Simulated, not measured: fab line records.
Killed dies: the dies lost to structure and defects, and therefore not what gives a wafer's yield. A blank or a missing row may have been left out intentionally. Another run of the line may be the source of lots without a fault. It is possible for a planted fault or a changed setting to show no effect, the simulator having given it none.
Chamber matching :: flow nand_harc :: rie_diel-11 running NHARC_A_CHANNEL_HOLE_D1_ETCH_44: 4 sister chambers
The step etches the open film in CF4/O2, target depth 140 nm, overetch 14 nm, time 77 s. 4 wafers are shown with their chamber, then 8 later ones without.

WAFERS PAIRED WITH THEIR CHAMBERS
wafer: L553.3
chamber: 3
drypump_motor_current_A (A): 5.3

wafer: L554.6
chamber: 1
drypump_motor_current_A (A): 5.6

wafer: L556.3
chamber: 0
drypump_motor_current_A (A): 4.9

wafer: L559.2
chamber: 2
drypump_motor_current_A (A): 6.6

WAFERS WHOSE CHAMBER IS MISSING
wafer: L559.4
drypump_motor_current_A (A): 5.6

wafer: L559.6
drypump_motor_current_A (A): 4.9

wafer: L561.1
drypump_motor_current_A (A): 6.6

wafer: L561.4
drypump_motor_current_A (A): 4.8

wafer: L561.6
drypump_motor_current_A (A): 6.6

wafer: L562.1
drypump_motor_current_A (A): 5.4

wafer: L562.5
drypump_motor_current_A (A): 4.9

wafer: L562.6
drypump_motor_current_A (A): 5.4

EACH ONE'S CHAMBER
wafer: L559.4
from the rows above: 1
in truth: 1

wafer: L559.6
from the rows above: 0
in truth: 0

wafer: L561.1
from the rows above: 2
in truth: 2

wafer: L561.4
from the rows above: 0
in truth: 0

wafer: L561.6
from the rows above: 2
in truth: 2

wafer: L562.1
from the rows above: can't be placed: 3 or 1
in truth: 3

wafer: L562.5
from the rows above: 0
in truth: 0

wafer: L562.6
from the rows above: can't be placed: 3 or 1
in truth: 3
6 of 8 placed correctly. Unplaceable from these rows: 2, with the true chamber sitting among the candidates in 2. Placed wrongly: 0.
How it was worked out, from the rows above alone: a wafer's distance from a chamber is the root of the sum, over the readings, of the square of ((its reading less the chamber's mean) divided by the reading's scatter). If the next closest chamber is less than 2 further off than the closest, the wafer can't be placed; otherwise it belongs to the closest. A chamber's mean is the mean of its shown wafers. The scatter: root of mean squared gap, hidden wafer to nearest shown wafer, with one shown wafer a chamber.
